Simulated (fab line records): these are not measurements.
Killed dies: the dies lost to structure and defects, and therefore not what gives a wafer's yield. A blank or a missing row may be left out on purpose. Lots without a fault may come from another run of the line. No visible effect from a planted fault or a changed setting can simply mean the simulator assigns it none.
Chamber matching -- flow n5-finfet -- cmp-02 running N5_MOL_CONTACT_COAG_CMP_28: 4 sister chambers
The step polishes, stops on SiNx, t overpolish 0.85 s, target thk 14.522 nm. 8 wafers are shown with their chamber, then 11 later ones without.

== WAFERS, EACH WITH ITS CHAMBER ==
wafer,chamber,motor-current-A (A),time-to-endpoint-s (s)
L076.5,2,12.7,10.6
L083.6,3,11.1,5.0
L087.3,0,12.5,6.2
L087.5,1,12.5,5.2
L088.1,2,13.2,9.7
L088.4,1,12.9,6.9
L088.5,0,11.7,4.9
L089.1,3,11.4,7.6

== WAFERS WHOSE CHAMBER IS MISSING ==
wafer,motor-current-A (A),time-to-endpoint-s (s)
L089.2,12.1,7.8
L089.6,13.2,9.0
L090.3,11.4,6.5
L090.4,12.4,10.2
L090.5,12.8,9.2
L092.1,11.0,5.5
L092.2,12.7,5.9
L092.5,11.6,5.9
L097.1,11.3,3.6
L097.4,13.0,10.4
L097.6,13.0,7.9

== WHICH CHAMBER EACH WENT THROUGH ==
wafer,from the rows above,in truth
L089.2,can't be placed: 0 or 1 or 3 or 2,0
L089.6,can't be placed: 2 or 1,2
L090.3,can't be placed: 3 or 0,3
L090.4,2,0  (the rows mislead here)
L090.5,can't be placed: 2 or 1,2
L092.1,can't be placed: 3 or 0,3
L092.2,can't be placed: 1 or 0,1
L092.5,can't be placed: 3 or 0 or 1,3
L097.1,can't be placed: 3 or 0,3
L097.4,2,2
L097.6,can't be placed: 1 or 2 or 0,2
Correctly placed: 1 of 11. Not placeable from these rows: 9 (in 9, the candidates include the true chamber). Placed wrongly: 1.
How it was worked out, from the rows above alone: a wafer's distance from a chamber is the root of the sum, over the readings, of the square of ((its reading less the chamber's mean) divided by the reading's scatter). If the next closest chamber is less than 2 further off than the closest, the wafer can't be placed; otherwise it belongs to the closest. A chamber's mean is the mean of its shown wafers. The scatter: the root of (the sum of the squares of (reading less its chamber's mean) over the shown wafers, divided by (wafers less chambers)).
